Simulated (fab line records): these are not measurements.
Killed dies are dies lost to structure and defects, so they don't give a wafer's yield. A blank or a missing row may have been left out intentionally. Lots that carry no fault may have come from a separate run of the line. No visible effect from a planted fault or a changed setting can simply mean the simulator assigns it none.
Chamber matching / flow n5Finfet / N5_BEOL_M14_STRIP_37 on rieDiel-02 has 4 sister chambers
The step strips in O2. 4 wafers are shown with their chamber, then 12 later ones without.

== WAFERS WITH THEIR CHAMBER ==
wafer=L085.2; chamber=1; showerheadPlenumPTorr (Torr)=2.17
wafer=L085.6; chamber=3; showerheadPlenumPTorr (Torr)=2.22
wafer=L088.2; chamber=2; showerheadPlenumPTorr (Torr)=2.07
wafer=L088.4; chamber=0; showerheadPlenumPTorr (Torr)=2.09

== WAFERS WHOSE CHAMBER IS MISSING ==
wafer=L090.1; showerheadPlenumPTorr (Torr)=2.07
wafer=L090.4; showerheadPlenumPTorr (Torr)=2.09
wafer=L090.6; showerheadPlenumPTorr (Torr)=2.22
wafer=L092.2; showerheadPlenumPTorr (Torr)=2.22
wafer=L092.4; showerheadPlenumPTorr (Torr)=2.22
wafer=L092.6; showerheadPlenumPTorr (Torr)=2.17
wafer=L093.1; showerheadPlenumPTorr (Torr)=2.08
wafer=L093.5; showerheadPlenumPTorr (Torr)=2.17
wafer=L093.6; showerheadPlenumPTorr (Torr)=2.08
wafer=L095.1; showerheadPlenumPTorr (Torr)=2.07
wafer=L095.2; showerheadPlenumPTorr (Torr)=2.21
wafer=L095.4; showerheadPlenumPTorr (Torr)=2.08

== THE CHAMBER EACH PASSED THROUGH ==
wafer=L090.1; from the rows above=2; in truth=2
wafer=L090.4; from the rows above=0; in truth=0
wafer=L090.6; from the rows above=3; in truth=3
wafer=L092.2; from the rows above=3; in truth=3
wafer=L092.4; from the rows above=3; in truth=3
wafer=L092.6; from the rows above=1; in truth=1
wafer=L093.1; from the rows above=can't be placed: 0 or 2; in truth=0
wafer=L093.5; from the rows above=1; in truth=1
wafer=L093.6; from the rows above=can't be placed: 0 or 2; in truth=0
wafer=L095.1; from the rows above=2; in truth=2
wafer=L095.2; from the rows above=3; in truth=3
wafer=L095.4; from the rows above=can't be placed: 0 or 2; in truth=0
Placed correctly: 9 of 12. Cannot be placed on the basis of these rows: 3; the candidates contain the true chamber in 3. Wrongly placed: 0.
How it was worked out, from the rows above alone: a wafer's distance from a chamber is the root of the sum, over the readings, of the square of ((its reading less the chamber's mean) divided by the reading's scatter). The wafer belongs to the nearest chamber; if the next one is less than 2 further off, it can't be placed. For every chamber, the mean is computed from those of its wafers that are shown. The scatter: root of mean squared gap, hidden wafer to nearest shown wafer, with one shown wafer a chamber.
